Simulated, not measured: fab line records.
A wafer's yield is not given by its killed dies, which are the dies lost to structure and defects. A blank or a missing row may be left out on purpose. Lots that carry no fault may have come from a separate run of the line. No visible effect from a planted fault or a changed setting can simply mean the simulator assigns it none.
8D (eight disciplines) problem report, filled in by code	flow nand harc	the parts of the form that need people (team, actions taken, sign-off) are left out

## 1. THE ISSUE
A mean of 0.922 a.u. is read at NHARC_THIN_TSV_ETCH_59 for oes product au, taken on 1 wafer of 1 lot, against 1.001 a.u. (standard deviation 0.01) on wafers free of any fault. That is -7.9 standard deviations from the usual mean.
The step: etches the open film in Cl2/BCl3, target depth 880 nm, time 138.1 s.
First observed at day 31 13:20: wafer L501.6, on rie metal-01. Wafers with a number at this step in the record: 39, from 13 lots. By rule, "out" or "out of limits" means more than 4 standard deviations away from the usual mean. Any other wafer with a number is counted as sound.

## 2. WHAT THIS IS AND IS NOT
question	is	is not
which readings at this step	oes product au	drypump motor current A, he backside leak sccm
which lots	L501	L485, L486, L487, L489, L490, L491, L492, L500, L504, L505, L506, L507
which wafers of those lots	L501.6	L501.4, L501.5
read on which tools	rie metal-01	rie metal-02, rie metal-03
when	from day 31 13:20	up to then (26 sound wafers); but 12 sound wafers of L504, L505, L506, L507 came after

## 3. SUSPECTS, AND WHAT RULES EACH OUT
Counting: if a tool at a process step up to the reading ran every lot that is out, it stays a suspect. Sound lots after the first of them don't rule it out here, since some wafers of a struck lot are sound.
- pecvd-02 at NHARC_THIN_TSV_DEP_43 (deposits SiO2, target thk 1328.5 nm): kept. The lot that is out, L501, ran on it at day 31 06:29; the last sound lot it ran before that was L491, at day 26 09:55.
- pvd sputter-03 at NHARC_THIN_TSV_PRE_CLEAN_54 (time 30 s): kept. The lot that is out, L501, ran on it at day 31 11:56; the last sound lot it ran before that was L492, at day 27 13:00.
- rie metal-01 at NHARC_THIN_TSV_ETCH_59 (etches the open film in Cl2/BCl3, target depth 880 nm, time 138.1 s): kept. The lot that is out, L501, ran on it at day 31 13:20; the last sound lot it ran before that was L500, at day 29 15:14. Its own readings are out on those wafers: oes product au.
- In pecvd-02 at NHARC_THIN_TSV_DEP_43, the wafers that are out were processed in chamber 2 and their sound lot-mates in chambers 0, 1.
- Within rie metal-01 at NHARC_THIN_TSV_ETCH_59, the wafers that are out were processed in chamber 0 and their sound lot-mates in chamber 1.
Left after counting: pecvd-02 at NHARC_THIN_TSV_DEP_43, pvd sputter-03 at NHARC_THIN_TSV_PRE_CLEAN_54, rie metal-01 at NHARC_THIN_TSV_ETCH_59.

## 4. THE CAUSE (what the simulator had put in)
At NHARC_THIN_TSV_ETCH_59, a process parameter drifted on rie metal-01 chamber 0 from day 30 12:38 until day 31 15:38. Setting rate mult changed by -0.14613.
3 suspects survive the count, and this tool is in that group.

## 5. THE CHAIN OF EFFECTS, in route order
One row per reading whose mean, taken over the struck wafers that have a number, lies over 3 standard deviations from the usual. Only readings whose record carries a usual standard deviation are examined. hours: median over the lots of the time between each lot's start at the first step of this table that gives one and its start at this step. sigmas: the change, counted in usual standard deviations.
hours	step	reading	usual	on struck wafers	change	sigmas
0	NHARC_THIN_TSV_ETCH_59	oes product au	1.001 a.u.	0.922	-0.079	-7.9
Here are the process steps it includes:
- NHARC_THIN_TSV_ETCH_59: etches the open film in Cl2/BCl3, target depth 880 nm, time 138.1 s.

## 6. HOW IT WOULD HAVE BEEN CAUGHT EARLIER
In this record no reading fell out of limits until day 31 13:20, 25 hours after the fault had begun at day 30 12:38.
